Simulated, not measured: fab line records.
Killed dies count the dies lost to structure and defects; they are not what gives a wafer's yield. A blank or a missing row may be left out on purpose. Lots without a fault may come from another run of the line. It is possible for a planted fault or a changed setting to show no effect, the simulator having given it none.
Shared-tool check || flow nand-harc || 14 lots, 42 wafers sampled

== WHY IT WAS OPENED ==
Flagged at NHARC_P_M0_CD_MEAS_09: reading cd-nm, on 2 of 14 lots. Fault-free wafers read 90.1 nm, with a standard deviation of 0.65.
Rule: flag the lot when none of its wafers has a number, or when each of its wafers that has one lies beyond 4 standard deviations from that mean. The rest of the lots are taken to be sound.

{"lot": "L411", "measured": "day 6 13:49", "on": "cd-sem-01", "cd-nm (nm), wafer by wafer": "89.3 90.0 90.2", "flag": ""}
{"lot": "L412", "measured": "day 7 01:42", "on": "cd-sem-03", "cd-nm (nm), wafer by wafer": "89.5 89.4 89.7", "flag": ""}
{"lot": "L413", "measured": "day 7 09:22", "on": "cd-sem-03", "cd-nm (nm), wafer by wafer": "89.2 89.5 89.9", "flag": ""}
{"lot": "L416", "measured": "day 8 21:34", "on": "cd-sem-03", "cd-nm (nm), wafer by wafer": "88.8 89.6 89.9", "flag": ""}
{"lot": "L417", "measured": "day 9 03:30", "on": "cd-sem-01", "cd-nm (nm), wafer by wafer": "77.4 76.5 77.0", "flag": "FLAGGED"}
{"lot": "L419", "measured": "day 9 20:26", "on": "cd-sem-03", "cd-nm (nm), wafer by wafer": "79.4 80.3 80.4", "flag": "FLAGGED"}
{"lot": "L426", "measured": "day 12 18:02", "on": "cd-sem-03", "cd-nm (nm), wafer by wafer": "90.1 90.0 89.9", "flag": ""}
{"lot": "L427", "measured": "day 12 23:08", "on": "cd-sem-02", "cd-nm (nm), wafer by wafer": "90.8 89.4 90.7", "flag": ""}
{"lot": "L428", "measured": "day 13 19:00", "on": "cd-sem-02", "cd-nm (nm), wafer by wafer": "91.4 91.1 91.2", "flag": ""}
{"lot": "L429", "measured": "day 13 19:56", "on": "cd-sem-02", "cd-nm (nm), wafer by wafer": "89.8 89.9 90.7", "flag": ""}
{"lot": "L430", "measured": "day 14 10:19", "on": "cd-sem-02", "cd-nm (nm), wafer by wafer": "89.8 90.2 89.9", "flag": ""}
{"lot": "L431", "measured": "day 14 22:46", "on": "cd-sem-01", "cd-nm (nm), wafer by wafer": "90.6 90.2 89.4", "flag": ""}
{"lot": "L432", "measured": "day 15 07:45", "on": "cd-sem-03", "cd-nm (nm), wafer by wafer": "89.9 90.2 90.2", "flag": ""}
{"lot": "L433", "measured": "day 15 15:45", "on": "cd-sem-03", "cd-nm (nm), wafer by wafer": "90.4 90.6 89.9", "flag": ""}
The numbers of the flagged lots are 78.5 nm on average: -11.6 nm against the usual, or -18 standard deviations.

== TOOL THAT RAN EACH LOT ==
The record keeps 1 process step preceding the reading, out of 1302 steps on the route. Read each cell as the tool, then ch plus the chambers that the sampled wafers visited, then the start.
{"lot": "L411", "flag": "", "NHARC_P_M0_PEB_07": "litho-track-01 ch 0, day 6 13:44"}
{"lot": "L412", "flag": "", "NHARC_P_M0_PEB_07": "litho-track-01 ch 0, day 7 01:37"}
{"lot": "L413", "flag": "", "NHARC_P_M0_PEB_07": "litho-track-01 ch 0, day 7 09:17"}
{"lot": "L416", "flag": "", "NHARC_P_M0_PEB_07": "litho-track-01 ch 0, day 8 21:29"}
{"lot": "L417", "flag": "FLAGGED", "NHARC_P_M0_PEB_07": "litho-track-01 ch 0, day 9 03:25"}
{"lot": "L419", "flag": "FLAGGED", "NHARC_P_M0_PEB_07": "litho-track-01 ch 0, day 9 20:21"}
{"lot": "L426", "flag": "", "NHARC_P_M0_PEB_07": "litho-track-04 ch 0, day 12 17:57"}
{"lot": "L427", "flag": "", "NHARC_P_M0_PEB_07": "litho-track-06 ch 0, day 12 23:04"}
{"lot": "L428", "flag": "", "NHARC_P_M0_PEB_07": "litho-track-04 ch 0, day 13 18:55"}
{"lot": "L429", "flag": "", "NHARC_P_M0_PEB_07": "litho-track-01 ch 0, day 13 19:52"}
{"lot": "L430", "flag": "", "NHARC_P_M0_PEB_07": "litho-track-04 ch 0, day 14 10:14"}
{"lot": "L431", "flag": "", "NHARC_P_M0_PEB_07": "litho-track-04 ch 0, day 14 22:41"}
{"lot": "L432", "flag": "", "NHARC_P_M0_PEB_07": "litho-track-06 ch 0, day 15 07:40"}
{"lot": "L433", "flag": "", "NHARC_P_M0_PEB_07": "litho-track-04 ch 0, day 15 15:40"}
What is done by these steps:
- NHARC_P_M0_PEB_07: peb time 65 s.
- NHARC_P_M0_CD_MEAS_09: target cd 90 nm.

== FLAGGED AGAINST TOTAL, ONE TOOL AT A TIME (gauges that did the reading follow at the end) ==
{"step": "NHARC_P_M0_PEB_07", "tool": "litho-track-01", "lots run": 7, "flagged": 2, "share of the flagged lots": "all", "sound lots run after its first flagged lot": "1 (L429)"}
{"step": "NHARC_P_M0_PEB_07", "tool": "litho-track-04", "lots run": 5, "flagged": 0, "share of the flagged lots": "none", "sound lots run after its first flagged lot": "-"}
{"step": "NHARC_P_M0_PEB_07", "tool": "litho-track-06", "lots run": 2, "flagged": 0, "share of the flagged lots": "none", "sound lots run after its first flagged lot": "-"}
{"step": "NHARC_P_M0_CD_MEAS_09", "tool": "cd-sem-01", "lots run": 3, "flagged": 1, "share of the flagged lots": "some", "sound lots run after its first flagged lot": "1 (L431)"}
{"step": "NHARC_P_M0_CD_MEAS_09", "tool": "cd-sem-02", "lots run": 4, "flagged": 0, "share of the flagged lots": "none", "sound lots run after its first flagged lot": "-"}
{"step": "NHARC_P_M0_CD_MEAS_09", "tool": "cd-sem-03", "lots run": 7, "flagged": 1, "share of the flagged lots": "some", "sound lots run after its first flagged lot": "3 (L426,L432,L433)"}

== WHAT THE TABLE PERMITS ==
In the table, 1 row covers all flagged lots: litho-track-01 at NHARC_P_M0_PEB_07.
- litho-track-01 at NHARC_P_M0_PEB_07 ran 7 lots, 2 of them flagged. Sound lots ran on it after the first flagged one (L429), which a lasting fault on the whole tool wouldn't allow. Its own readings (heater-power-total-W) fall more than 4 standard deviations out on all wafers of the flagged lots.
Not one row of the table ran every flagged lot while running no sound lot after the first.

== WHAT THE SIMULATOR HAD INSERTED ==
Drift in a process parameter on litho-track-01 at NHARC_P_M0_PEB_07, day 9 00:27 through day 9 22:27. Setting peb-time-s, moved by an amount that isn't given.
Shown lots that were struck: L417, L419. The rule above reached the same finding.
